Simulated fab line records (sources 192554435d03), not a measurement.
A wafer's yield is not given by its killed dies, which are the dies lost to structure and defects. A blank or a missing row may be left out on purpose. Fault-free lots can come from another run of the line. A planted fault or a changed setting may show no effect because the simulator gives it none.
Split-lot experiment || flow n5_finfet || on a route of 1938 steps: 7 lots, 21 wafers read

== THE SPLIT ITSELF ==
At N5_BEOL_M7_ILD_DEP_00 (deposits SiCOH lowk from DEMS/porogen, target thk 179.75 nm, time 33.4 s), the setting temp_c was moved away from the recipe's 300 C on 7 of the 21 wafers read, by -2.0% to -0.6%. The other wafers ran this setting at the recipe's value.

== THE PATH FROM SPLIT TO READING: the file shows 1 step between them ==
- N5_BEOL_M7_CURE_74: cures SiCOH lowk, time 240 s

== THE READING ==
At N5_BEOL_M7_THK_MEAS_01: M7_ILD_THK, given in nm. A value of 155.7 nm with a standard deviation of 1.8 nm is what fault-free wafers of this fab line usually give.

{"wafer": "L076.1", "tool, chamber at the split": "pecvd-02, 2", "temp_c as run, C": 300, "against the recipe": "recipe", "M7_ILD_THK, nm": 155.9, "against lot-mates on the recipe": "-"}
{"wafer": "L076.3", "tool, chamber at the split": "pecvd-02, 1", "temp_c as run, C": 300, "against the recipe": "recipe", "M7_ILD_THK, nm": 154.4, "against lot-mates on the recipe": "-"}
{"wafer": "L076.6", "tool, chamber at the split": "pecvd-02, 0", "temp_c as run, C": 300, "against the recipe": "recipe", "M7_ILD_THK, nm": 156.7, "against lot-mates on the recipe": "-"}
{"wafer": "L077.1", "tool, chamber at the split": "pecvd-02, 1", "temp_c as run, C": 300, "against the recipe": "recipe", "M7_ILD_THK, nm": 154.4, "against lot-mates on the recipe": "-"}
{"wafer": "L077.2", "tool, chamber at the split": "pecvd-02, 2", "temp_c as run, C": 298.2, "against the recipe": "-0.6%", "M7_ILD_THK, nm": 156.9, "against lot-mates on the recipe": "+2.5"}
{"wafer": "L077.6", "tool, chamber at the split": "pecvd-02, 2", "temp_c as run, C": 298.2, "against the recipe": "-0.6%", "M7_ILD_THK, nm": 161.1, "against lot-mates on the recipe": "+6.7"}
{"wafer": "L081.1", "tool, chamber at the split": "pecvd-02, 2", "temp_c as run, C": 300, "against the recipe": "recipe", "M7_ILD_THK, nm": 154.6, "against lot-mates on the recipe": "-"}
{"wafer": "L081.2", "tool, chamber at the split": "pecvd-02, 1", "temp_c as run, C": 300, "against the recipe": "recipe", "M7_ILD_THK, nm": 151.2, "against lot-mates on the recipe": "-"}
{"wafer": "L081.3", "tool, chamber at the split": "pecvd-02, 0", "temp_c as run, C": 300, "against the recipe": "recipe", "M7_ILD_THK, nm": 155.3, "against lot-mates on the recipe": "-"}
{"wafer": "L084.2", "tool, chamber at the split": "pecvd-03, 2", "temp_c as run, C": 294.9, "against the recipe": "-1.7%", "M7_ILD_THK, nm": 158.4, "against lot-mates on the recipe": "+4.2"}
{"wafer": "L084.4", "tool, chamber at the split": "pecvd-03, 0", "temp_c as run, C": 294.9, "against the recipe": "-1.7%", "M7_ILD_THK, nm": 159.3, "against lot-mates on the recipe": "+5.1"}
{"wafer": "L084.6", "tool, chamber at the split": "pecvd-03, 1", "temp_c as run, C": 300, "against the recipe": "recipe", "M7_ILD_THK, nm": 154.2, "against lot-mates on the recipe": "-"}
{"wafer": "L085.1", "tool, chamber at the split": "pecvd-02, 0", "temp_c as run, C": 300, "against the recipe": "recipe", "M7_ILD_THK, nm": 153.1, "against lot-mates on the recipe": "-"}
{"wafer": "L085.2", "tool, chamber at the split": "pecvd-02, 1", "temp_c as run, C": 300, "against the recipe": "recipe", "M7_ILD_THK, nm": 152.0, "against lot-mates on the recipe": "-"}
{"wafer": "L085.5", "tool, chamber at the split": "pecvd-02, 0", "temp_c as run, C": 294.1, "against the recipe": "-2.0%", "M7_ILD_THK, nm": 161.4, "against lot-mates on the recipe": "+8.8"}
{"wafer": "L088.1", "tool, chamber at the split": "pecvd-01, 0", "temp_c as run, C": 300, "against the recipe": "recipe", "M7_ILD_THK, nm": 156.7, "against lot-mates on the recipe": "-"}
{"wafer": "L088.5", "tool, chamber at the split": "pecvd-01, 2", "temp_c as run, C": 294.6, "against the recipe": "-1.8%", "M7_ILD_THK, nm": 163.5, "against lot-mates on the recipe": "+6.8"}
{"wafer": "L088.6", "tool, chamber at the split": "pecvd-01, 0", "temp_c as run, C": 294.6, "against the recipe": "-1.8%", "M7_ILD_THK, nm": 163.4, "against lot-mates on the recipe": "+6.7"}
{"wafer": "L094.1", "tool, chamber at the split": "pecvd-03, 2", "temp_c as run, C": 300, "against the recipe": "recipe", "M7_ILD_THK, nm": 155.6, "against lot-mates on the recipe": "-"}
{"wafer": "L094.3", "tool, chamber at the split": "pecvd-03, 0", "temp_c as run, C": 300, "against the recipe": "recipe", "M7_ILD_THK, nm": 155.7, "against lot-mates on the recipe": "-"}
{"wafer": "L094.6", "tool, chamber at the split": "pecvd-03, 2", "temp_c as run, C": 300, "against the recipe": "recipe", "M7_ILD_THK, nm": 157.8, "against lot-mates on the recipe": "-"}

THE FIT
A straight line over all 21 wafers: M7_ILD_THK changes by -3.62 nm for each +1% of temp_c; r = -0.82; the points scatter about the line by 2 nm.
The same after taking each lot's own level away (the mean of its wafers on the recipe; 21 wafers): -3.63 nm for each +1%; r = -0.88; scatter 1.5 nm.
That fit puts the effect of the largest move of temp_c on the reading at 7.1 nm.
The span of the lots' own levels, 152.55 to 156.70 nm, comes to 2.3 times the standard deviation stated above.
Consequently the slope shifts little with the lot-to-lot level, the two slopes agreeing.
Check: +6.86 nm against its lot-mates is what the line predicts for one of the wafers moved furthest among these (-2.0%) when that wafer is left out of the fit. It came out at +8.85 nm against them.

== THE WHOLE CHAIN: every reading that the file lists as answering this split, in the file's order ==
{"step": "N5_BEOL_M7_ILD_DEP_00", "what it does": "deposits SiCOH lowk from DEMS/porogen, target thk 179.75 nm, time 33.4 s", "reading": "SiCOH_lowk_of_BEOL_M7_ILD_DEP_00.thk_nm (the simulator's own value, which no gauge read)", "change (the file's fit)": "-4.45 nm for each +1% of the setting", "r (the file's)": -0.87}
{"step": "N5_BEOL_M7_CURE_74", "what it does": "cures SiCOH lowk, time 240 s", "reading": "SiCOH_lowk_of_BEOL_M7_ILD_DEP_00.thk_nm (the simulator's own value, which no gauge read)", "change (the file's fit)": "-3.91 nm for each +1% of the setting", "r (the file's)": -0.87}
{"step": "N5_BEOL_M7_THK_MEAS_01", "what it does": "", "reading": "M7_ILD_THK", "change (the file's fit)": "-3.88 for each +1% of the setting", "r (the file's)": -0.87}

== FILE'S OWN FIT ==
M7_ILD_THK changes by -3.88 nm for each +1% of temp_c, r = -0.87.
